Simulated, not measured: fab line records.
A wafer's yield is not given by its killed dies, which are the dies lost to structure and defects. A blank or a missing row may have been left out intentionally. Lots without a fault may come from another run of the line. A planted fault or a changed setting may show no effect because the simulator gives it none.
The tool behind it: which one?	flow nand-harc	Sampling: 6 lots, 18 wafers, 3 of 1159 route steps

WHAT THE GAUGES SHOWED, per wafer
NHARC_A_SGD_CUT_INSPECT_11.
lot	measured	on	raw-defect-count
L160	day 14 11:08	defect-inspect-02	10 16 21
L161	day 15 13:26	defect-inspect-01	14 21 21
L163	day 16 02:37	defect-inspect-01	29 26 16
L166	day 16 07:05	defect-inspect-02	13 6 5
L174	day 18 08:37	defect-inspect-02	37 35 35
L177	day 19 03:56	defect-inspect-02	26 16 24

EACH LOT AND THE TOOL THAT RAN IT (in order: tool; ch and the chambers of the sampled wafers; start)
lot	NHARC_A_STAIRCASE_ETCHBACK_422	NHARC_A_SGD_CUT_DEP_00
L160	rie-diel-11 ch 0,1,3, day 14 08:54	pecvd-01 ch 0,1,2, day 14 10:17
L161	rie-diel-11 ch 1,2, day 15 11:15	pecvd-04 ch 0,2, day 15 12:38
L163	rie-diel-12 ch 1,2, day 16 00:19	pecvd-01 ch 0,1,2, day 16 01:59
L166	rie-diel-02 ch 1,2,3, day 16 04:52	pecvd-01 ch 0,1, day 16 06:16
L174	rie-diel-02 ch 0,1,2, day 18 06:20	pecvd-02 ch 0,1, day 18 07:41
L177	rie-diel-12 ch 1,2,3, day 19 01:35	pecvd-02 ch 0,1,2, day 19 03:05
- NHARC_A_STAIRCASE_ETCHBACK_422: etches the open film in CH3F/O2, target depth 40 nm, time 74.286 s.
- NHARC_A_SGD_CUT_DEP_00: deposits SiNx, target thk 50 nm.

THE ANSWER, worked out from the rows above alone
Rule: the lots themselves supply what counts as usual. The widest of any qualifying gaps counts: lots, ordered by their means at a reading, are off when they make up no more than a third of the lots, leave a main group of 4 or more, and stand apart from it by 3 or more times the standard deviation of that group's means. If all means in a main group match to the digits the tables above print for the reading, that group is not used. Also off: a lot with no number at a reading for which 4 or more lots have one. All remaining lots with rows at the step are treated as sound.
Nothing can be told from this: no lot is off at any reading shown.

WHAT THE SIMULATOR HAD INSERTED
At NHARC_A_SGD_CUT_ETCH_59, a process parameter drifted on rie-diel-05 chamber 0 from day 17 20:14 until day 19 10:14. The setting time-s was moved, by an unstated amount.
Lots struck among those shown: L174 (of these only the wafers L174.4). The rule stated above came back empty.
